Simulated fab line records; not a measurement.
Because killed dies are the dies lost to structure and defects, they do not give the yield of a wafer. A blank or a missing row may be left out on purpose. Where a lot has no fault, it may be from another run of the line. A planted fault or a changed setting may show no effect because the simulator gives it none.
fab line records | flow n5Finfet
[record] lots = 7 | wafers = 39
route steps=1938 shown MIM_BOT_LITHO@1860
startH: start of the lot's first displayed wafer, in hours after the record's first day | waitH: time in hours since the lot's previous step | " as in the row above | L1.1+2: one row covering several wafers at once | - no value present, or no start provided | * or withheld: withheld | < > ~ a bound
route shown NAME@n: a module of which the file shows steps, and the number in the route of the first | usual: the fault-free wafers' mean and standard deviation | same: alike in all rows | chamber/n: place in a boat | sites: each site's reading | _std_site: how widely they spread, as a standard deviation | _edge_site: mean of outer sites minus mean of inner sites | radiusMm: for every site, how far away it sits from the centre of the wafer | mask NAME#n: copy n | behind: the tool/chamber that last shaped the wafer | hold: why the lot went on hold/how many hours it stayed there/how the hold came to an end | device: names the non-switching transistor (n, p or np) | end of line: at the end of the route, the tests of the same wafers | step lacking rows: just its recipe | killed: the dies lost at the first sort to structure and to defects; this is not the yield of the wafer | map: shows each die of a wafer: x if killed, . if not, _ if none is there
set.NAME: setting as actually run; set.NAME@STEP: the setting as run at that earlier step | model.NAME: the simulator's own value behind a step, which no gauge read
lots where settings were altered on purpose, with a table for each step and a row for each wafer
[[steps]]
[step N5_MIM_BOT_LITHO_DEVELOP_07]
[recipe] developTimeS = 60 | rinseLiquid = diw | dry = airSpin | devTempC = 21
lot.wafer        | tool          | chamber | startH | waitH | set.developTimeS
L075.1+2+3+4+5+6 | lithoTrack-02 | 0       | -      | -     | 60
L085.1+2+5       | lithoTrack-04 | 0       | -      | -     | 60
L085.3+4+6       | "             | 0       | "      | "     | 77.78
L084.1+2+3+4+5+6 | lithoTrack-03 | 0       | -      | -     | 60
L087.1+3+6       | lithoTrack-03 | 0       | -      | -     | 60
L087.2+4+5       | "             | 0       | "      | "     | 33.63
L091.1+4+5       | lithoTrack-03 | 0       | -      | -     | 60
L094.1+3+5       | lithoTrack-03 | 0       | -      | -     | 60
L094.2+4+6       | "             | 0       | "      | "     | 79.95
L095.1+2+4       | lithoTrack-02 | 0       | -      | -     | 60
L095.3+5+6       | "             | 0       | "      | "     | 93.14
[step N5_MIM_BOT_LITHO_HARDBAKE_09]
[recipe] tempC = 130 | timeS = 120
[step N5_MIM_BOT_LITHO_CD_MEAS_08]
[recipe] targetCdNm = 3000 | landingEnergyEv = 500 | detector = seInlens | polarity = opening
[usual] cdNm = 2999.5/1.5
lot.wafer | tool     | chamber | startH | waitH | set.developTimeS@MIM_BOT_LITHO_DEVELOP_07 | cdNm
L075.1    | cdSem-03 | 0       | 298.34 | -     | 60                                        | 3001.5
L075.2    | "        | 0       | "      | "     | 60                                        | 3000.8
L075.3    | "        | 0       | "      | "     | 60                                        | 3000.0
L075.4    | "        | 0       | "      | "     | 60                                        | 3000.1
L075.5    | "        | 0       | "      | "     | 60                                        | 3000.0
L075.6    | "        | 0       | "      | "     | 60                                        | 2999.6
L085.1    | cdSem-03 | 0       | 343.58 | -     | 60                                        | 3001.1
L085.2    | "        | 0       | "      | "     | 60                                        | 3002.7
L085.3    | "        | 0       | "      | "     | 77.78                                     | 3004.6
L085.4    | "        | 0       | "      | "     | 77.78                                     | 3005.9
L085.5    | "        | 0       | "      | "     | 60                                        | 3001.8
L085.6    | "        | 0       | "      | "     | 77.78                                     | 3004.4
L084.1    | cdSem-03 | 0       | 385.05 | -     | 60                                        | 3000.8
L084.2    | "        | 0       | "      | "     | 60                                        | 3001.2
L084.3    | "        | 0       | "      | "     | 60                                        | 2999.8
L084.4    | "        | 0       | "      | "     | 60                                        | 3002.5
L084.5    | "        | 0       | "      | "     | 60                                        | 2998.3
L084.6    | "        | 0       | "      | "     | 60                                        | 2999.8
L087.1    | cdSem-02 | 0       | 409.27 | -     | 60                                        | 2999.3
L087.2    | "        | 0       | "      | "     | 33.63                                     | 2985.5
L087.3    | "        | 0       | "      | "     | 60                                        | 2997.8
L087.4    | "        | 0       | "      | "     | 33.63                                     | 2987.1
L087.5    | "        | 0       | "      | "     | 33.63                                     | 2987.4
L087.6    | "        | 0       | "      | "     | 60                                        | 2999.1
L091.1    | cdSem-01 | 0       | 439.75 | -     | 60                                        | 2998.3
L091.4    | "        | 0       | "      | "     | 60                                        | 2998.7
L091.5    | "        | 0       | "      | "     | 60                                        | 2997.0
L094.1    | cdSem-02 | 0       | 440.17 | -     | 60                                        | 2998.3
L094.2    | "        | 0       | "      | "     | 79.95                                     | 3005.6
L094.3    | "        | 0       | "      | "     | 60                                        | 3001.5
L094.4    | "        | 0       | "      | "     | 79.95                                     | 3004.3
L094.5    | "        | 0       | "      | "     | 60                                        | 2999.7
L094.6    | "        | 0       | "      | "     | 79.95                                     | 3007.4
L095.1    | cdSem-01 | 0       | 444.54 | -     | 60                                        | 3003.0
L095.2    | "        | 0       | "      | "     | 60                                        | 3000.6
L095.3    | "        | 0       | "      | "     | 93.14                                     | 3010.6
L095.4    | "        | 0       | "      | "     | 60                                        | 2999.3
L095.5    | "        | 0       | "      | "     | 93.14                                     | 3009.7
L095.6    | "        | 0       | "      | "     | 93.14                                     | 3008.6
[[key]]
[split] step = N5_MIM_BOT_LITHO_DEVELOP_07 | setting = developTimeS | stated = 60 | by = wafer
[response] step = N5_MIM_BOT_LITHO_CD_MEAS_08 | reading = cdNm | change = +0.186 | per = 1% | r = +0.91
